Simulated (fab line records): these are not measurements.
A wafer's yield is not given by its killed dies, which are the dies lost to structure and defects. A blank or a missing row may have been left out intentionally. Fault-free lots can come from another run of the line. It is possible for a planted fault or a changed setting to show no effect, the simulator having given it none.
Problem report in the 8D (eight disciplines) form, filled by code / flow n5 finfet / the parts of the form that need people (team, actions taken, sign-off) are left out

## 1. WHAT WENT WRONG
Mean of run length s at N5_BEOL_M3_CVD_47: 249.2 s across 2 wafers in 2 lots; on wafers with no fault it is 246.3 s (standard deviation 0.58). Measured from the usual mean, that is +5.0 standard deviations.
The step: deposits Co from CCTBA/H2, target thk 3 nm, time 223.8 s.
First seen on wafer L550.4, day 11 11:00, on cvd co-01. The record holds 30 wafers of 10 lots with a number at this step. Rule for "out" (also "out of limits"): further than 4 standard deviations from the usual mean. The other wafers with a number count as sound.

## 2. WHAT THIS IS AND IS NOT
question=which readings at this step | is=run length s | is not=-
question=which lots | is=L550, L551 | is not=L533, L534, L535, L536, L537, L543, L544, L546
question=which wafers of those lots | is=L550.4, L551.6 | is not=L550.2, L550.5, L551.1, L551.5
question=read on which tools | is=cvd co-01 | is not=cvd co-02
question=when | is=from day 11 11:00 | is not=up to then (26 sound wafers); but 2 sound wafers of L551 came after

## 3. WHAT RULES OUT EACH SUSPECT
Counting: any tool at a process step up to the reading remains a suspect provided it ran every lot that is out. Sound lots after the first of them don't rule it out here, since some wafers of a struck lot are sound.
- pvd sputter-03 at N5_BEOL_M3_DEGAS_44 (time 60 s): kept. It ran every lot that is out, first L550 (day 11 10:31); its last sound lot up to then is L544 (day 10 07:19).
- cvd co-01 at N5_BEOL_M3_CVD_47 (deposits Co from CCTBA/H2, target thk 3 nm, time 223.8 s): kept. It ran every lot that is out, first L550 (day 11 11:00); its last sound lot up to then is L546 (day 10 18:29). Its own readings are out on those wafers: run length s.
Left after counting: pvd sputter-03 at N5_BEOL_M3_DEGAS_44, cvd co-01 at N5_BEOL_M3_CVD_47.

## 4. THE CAUSE (what the simulator had put in)
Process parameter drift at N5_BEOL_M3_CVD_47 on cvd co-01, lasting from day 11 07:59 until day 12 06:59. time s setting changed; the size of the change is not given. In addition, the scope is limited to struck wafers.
Counting left 2 suspects, and this tool is among them.

## 5. THE CHAIN OF EFFECTS, in route order
Rows list readings where the struck wafers' mean (over those with a number) sits beyond 3 standard deviations from the usual. Only readings whose record carries a usual standard deviation are examined. hours: median over the lots of the time between each lot's start at the first step of this table that gives one and its start at this step. sigmas: the change, counted in usual standard deviations.
hours=0; step=N5_BEOL_M3_CVD_47; reading=run length s; usual=246.3 s; on struck wafers=249.2; change=+2.9; sigmas=+5.0
Here are the process steps it includes:
- N5_BEOL_M3_CVD_47: deposits Co from CCTBA/H2, target thk 3 nm, time 223.8 s.
Later measuring or inspecting steps at which every struck wafer that the step has a row for has a number for every such reading, and none has moved that far: N5_BEOL_M4_RC_MEAS_101.

## 6. WHAT WOULD HAVE CAUGHT IT SOONER
In this record no reading fell out of limits until day 11 11:00, 3 hours after the fault had begun at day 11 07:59.
